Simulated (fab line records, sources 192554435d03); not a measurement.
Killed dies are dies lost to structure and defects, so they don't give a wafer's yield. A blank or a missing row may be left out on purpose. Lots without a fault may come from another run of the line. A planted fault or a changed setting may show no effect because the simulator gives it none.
Chamber matching | flow n5_finfet | N5_BEOL_M0_SAQP_DESCUM_19 on rie_diel-02: 4 sister chambers
The step chemistry O2, time 7.9 s. 18 wafers are shown with their chamber, then 9 later ones without.

WAFERS WITH THEIR CHAMBER
wafer  | chamber | showerhead_plenum_p_Torr (Torr) | drypump_motor_current_A (A) | throttle_valve_pct (%)
L074.1 | 2       | 2.07                            | 5.5                         | 20.27
L074.4 | 0       | 2.14                            | 5.4                         | 20.54
L074.6 | 0       | 2.14                            | 5.4                         | 20.53
L078.2 | 2       | 2.06                            | 5.5                         | 20.28
L078.3 | 0       | 2.14                            | 5.4                         | 20.56
L078.6 | 3       | 2.07                            | 5.7                         | 20.69
L079.1 | 0       | 2.14                            | 5.4                         | 20.55
L079.4 | 1       | 1.98                            | 6.0                         | 20.07
L079.6 | 0       | 2.14                            | 5.5                         | 20.55
L082.1 | 2       | 2.06                            | 5.5                         | 20.28
L082.3 | 0       | 2.13                            | 5.4                         | 20.55
L082.4 | 2       | 2.06                            | 5.5                         | 20.30
L083.2 | 0       | 2.13                            | 5.4                         | 20.55
L083.3 | 3       | 2.07                            | 5.7                         | 20.72
L083.6 | 2       | 2.06                            | 5.5                         | 20.30
L086.2 | 3       | 2.07                            | 5.7                         | 20.69
L086.4 | 3       | 2.07                            | 5.7                         | 20.72
L086.5 | 1       | 1.98                            | 6.0                         | 20.06

SIGNATURES (means of the wafers above)
reading                  | chamber 0 | chamber 1 | chamber 2 | chamber 3 | scatter within a chamber
showerhead_plenum_p_Torr | 2.1371    | 1.9800    | 2.0620    | 2.0700    | 0.00399
drypump_motor_current_A  | 5.414     | 6.000     | 5.500     | 5.700     | 0.0247
throttle_valve_pct       | 20.5471   | 20.0650   | 20.2860   | 20.7050   | 0.0126
Rule: a wafer's distance from a chamber is the root of the sum, over the readings, of the square of ((its reading less the chamber's mean) divided by the reading's scatter). The wafer belongs to the nearest chamber; if the next one is less than 2 further off, it can't be placed. The scatter: the root of (the sum of the squares of (reading less its chamber's mean) over the shown wafers, divided by (wafers less chambers)).

WAFERS WITHOUT THEIR CHAMBER
wafer  | showerhead_plenum_p_Torr (Torr) | drypump_motor_current_A (A) | throttle_valve_pct (%)
L089.2 | 1.98                            | 6.1                         | 20.06
L089.3 | 2.13                            | 5.4                         | 20.21
L089.5 | 2.06                            | 5.5                         | 20.31
L093.2 | 2.13                            | 5.4                         | 20.22
L093.4 | 2.05                            | 5.5                         | 20.31
L093.6 | 1.98                            | 6.0                         | 20.09
L097.1 | 2.06                            | 5.7                         | 20.73
L097.5 | 2.06                            | 5.7                         | 20.74
L097.6 | 1.97                            | 6.0                         | 20.11

WHICH CHAMBER EACH WENT THROUGH
wafer  | from the rows above | in truth
L089.2 | 1                   | 1
L089.3 | 2                   | 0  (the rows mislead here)
L089.5 | 2                   | 2
L093.2 | 2                   | 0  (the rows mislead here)
L093.4 | 2                   | 2
L093.6 | 1                   | 1
L097.1 | 3                   | 3
L097.5 | 3                   | 3
L097.6 | 1                   | 1
Placed correctly: 7 of 9. Can't be placed from these rows: 0. Placed wrongly: 2.
